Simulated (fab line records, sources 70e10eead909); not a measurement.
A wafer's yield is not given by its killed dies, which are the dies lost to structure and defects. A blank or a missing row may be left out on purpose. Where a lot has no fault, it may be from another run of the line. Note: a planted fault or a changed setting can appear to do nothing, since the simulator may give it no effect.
Matching of chambers || flow nand-harc || 4 sister chambers for NHARC_P_M1_CMP_23 on cmp-01
The step polishes, t overpolish 20 s, target thk 157.82 nm. 18 wafers are shown with their chamber, then 9 later ones without.

EACH WAFER AND ITS CHAMBER
{"wafer": "L074.1", "chamber": 1, "motor-current-A (A)": 11.0, "edge-zone-pressure-frac": 0.997, "time-to-endpoint-s (s)": 27.6}
{"wafer": "L074.4", "chamber": 0, "motor-current-A (A)": 12.9, "edge-zone-pressure-frac": 1.000, "time-to-endpoint-s (s)": 30.5}
{"wafer": "L074.6", "chamber": 0, "motor-current-A (A)": 12.2, "edge-zone-pressure-frac": 0.997, "time-to-endpoint-s (s)": 29.3}
{"wafer": "L075.4", "chamber": 3, "motor-current-A (A)": 10.9, "edge-zone-pressure-frac": 0.998, "time-to-endpoint-s (s)": 29.6}
{"wafer": "L075.5", "chamber": 1, "motor-current-A (A)": 10.8, "edge-zone-pressure-frac": 1.002, "time-to-endpoint-s (s)": 26.7}
{"wafer": "L075.6", "chamber": 0, "motor-current-A (A)": 12.1, "edge-zone-pressure-frac": 0.995, "time-to-endpoint-s (s)": 29.0}
{"wafer": "L076.1", "chamber": 3, "motor-current-A (A)": 11.0, "edge-zone-pressure-frac": 0.998, "time-to-endpoint-s (s)": 31.5}
{"wafer": "L076.3", "chamber": 2, "motor-current-A (A)": 10.5, "edge-zone-pressure-frac": 1.006, "time-to-endpoint-s (s)": 31.7}
{"wafer": "L076.6", "chamber": 2, "motor-current-A (A)": 9.6, "edge-zone-pressure-frac": 0.999, "time-to-endpoint-s (s)": 31.9}
{"wafer": "L079.2", "chamber": 0, "motor-current-A (A)": 12.3, "edge-zone-pressure-frac": 1.007, "time-to-endpoint-s (s)": 30.1}
{"wafer": "L079.4", "chamber": 1, "motor-current-A (A)": 11.6, "edge-zone-pressure-frac": 1.007, "time-to-endpoint-s (s)": 27.8}
{"wafer": "L079.6", "chamber": 3, "motor-current-A (A)": 10.6, "edge-zone-pressure-frac": 0.995, "time-to-endpoint-s (s)": 28.1}
{"wafer": "L081.1", "chamber": 3, "motor-current-A (A)": 11.9, "edge-zone-pressure-frac": 0.997, "time-to-endpoint-s (s)": 25.8}
{"wafer": "L081.4", "chamber": 0, "motor-current-A (A)": 12.5, "edge-zone-pressure-frac": 0.991, "time-to-endpoint-s (s)": 31.1}
{"wafer": "L081.6", "chamber": 0, "motor-current-A (A)": 11.7, "edge-zone-pressure-frac": 1.004, "time-to-endpoint-s (s)": 32.5}
{"wafer": "L082.2", "chamber": 2, "motor-current-A (A)": 10.3, "edge-zone-pressure-frac": 1.006, "time-to-endpoint-s (s)": 27.7}
{"wafer": "L082.4", "chamber": 1, "motor-current-A (A)": 11.1, "edge-zone-pressure-frac": 1.000, "time-to-endpoint-s (s)": 28.2}
{"wafer": "L082.6", "chamber": 2, "motor-current-A (A)": 9.8, "edge-zone-pressure-frac": 1.004, "time-to-endpoint-s (s)": 26.7}

SIGNATURES (averages over the wafers above)
{"reading": "motor-current-A", "chamber 0": 12.283, "chamber 1": 11.125, "chamber 2": 10.050, "chamber 3": 11.100, "scatter within a chamber": 0.433}
{"reading": "edge-zone-pressure-frac", "chamber 0": 0.99900, "chamber 1": 1.00150, "chamber 2": 1.00375, "chamber 3": 0.99700, "scatter within a chamber": 0.00436}
{"reading": "time-to-endpoint-s", "chamber 0": 30.417, "chamber 1": 27.575, "chamber 2": 29.500, "chamber 3": 28.750, "scatter within a chamber": 1.86}
Rule: a wafer's distance from a chamber is the root of the sum, over the readings, of the square of ((its reading less the chamber's mean) divided by the reading's scatter). If the next closest chamber is less than 2 further off than the closest, the wafer can't be placed; otherwise it belongs to the closest. The scatter: the root of (the sum of the squares of (reading less its chamber's mean) over the shown wafers, divided by (wafers less chambers)).

WAFERS WHOSE CHAMBER IS MISSING
{"wafer": "L087.2", "motor-current-A (A)": 11.4, "edge-zone-pressure-frac": 0.994, "time-to-endpoint-s (s)": 27.5}
{"wafer": "L087.3", "motor-current-A (A)": 12.3, "edge-zone-pressure-frac": 1.001, "time-to-endpoint-s (s)": 32.4}
{"wafer": "L087.6", "motor-current-A (A)": 11.4, "edge-zone-pressure-frac": 0.995, "time-to-endpoint-s (s)": 27.2}
{"wafer": "L091.1", "motor-current-A (A)": 12.6, "edge-zone-pressure-frac": 1.005, "time-to-endpoint-s (s)": 30.0}
{"wafer": "L091.3", "motor-current-A (A)": 10.7, "edge-zone-pressure-frac": 0.995, "time-to-endpoint-s (s)": 28.2}
{"wafer": "L091.6", "motor-current-A (A)": 11.4, "edge-zone-pressure-frac": 0.998, "time-to-endpoint-s (s)": 26.4}
{"wafer": "L096.1", "motor-current-A (A)": 10.8, "edge-zone-pressure-frac": 1.000, "time-to-endpoint-s (s)": 27.2}
{"wafer": "L096.2", "motor-current-A (A)": 12.2, "edge-zone-pressure-frac": 1.007, "time-to-endpoint-s (s)": 29.7}
{"wafer": "L096.4", "motor-current-A (A)": 11.8, "edge-zone-pressure-frac": 1.002, "time-to-endpoint-s (s)": 23.5}

WHICH CHAMBER EACH WENT THROUGH
{"wafer": "L087.2", "from the rows above": "can't be placed: 3 or 1 or 0", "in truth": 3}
{"wafer": "L087.3", "from the rows above": 0, "in truth": 0}
{"wafer": "L087.6", "from the rows above": "can't be placed: 3 or 1 or 0", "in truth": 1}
{"wafer": "L091.1", "from the rows above": 0, "in truth": 0}
{"wafer": "L091.3", "from the rows above": "can't be placed: 3 or 1 or 2", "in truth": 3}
{"wafer": "L091.6", "from the rows above": "can't be placed: 1 or 3 or 0", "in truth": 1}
{"wafer": "L096.1", "from the rows above": "can't be placed: 1 or 3 or 2", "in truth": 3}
{"wafer": "L096.2", "from the rows above": "can't be placed: 0 or 1 or 3", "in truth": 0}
{"wafer": "L096.4", "from the rows above": "can't be placed: 1 or 3 or 0", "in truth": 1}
Correct placement for 2 of the 9. From these rows, 7 cannot be placed; in 7 the true chamber is one of the candidates. Number placed wrongly: 0.
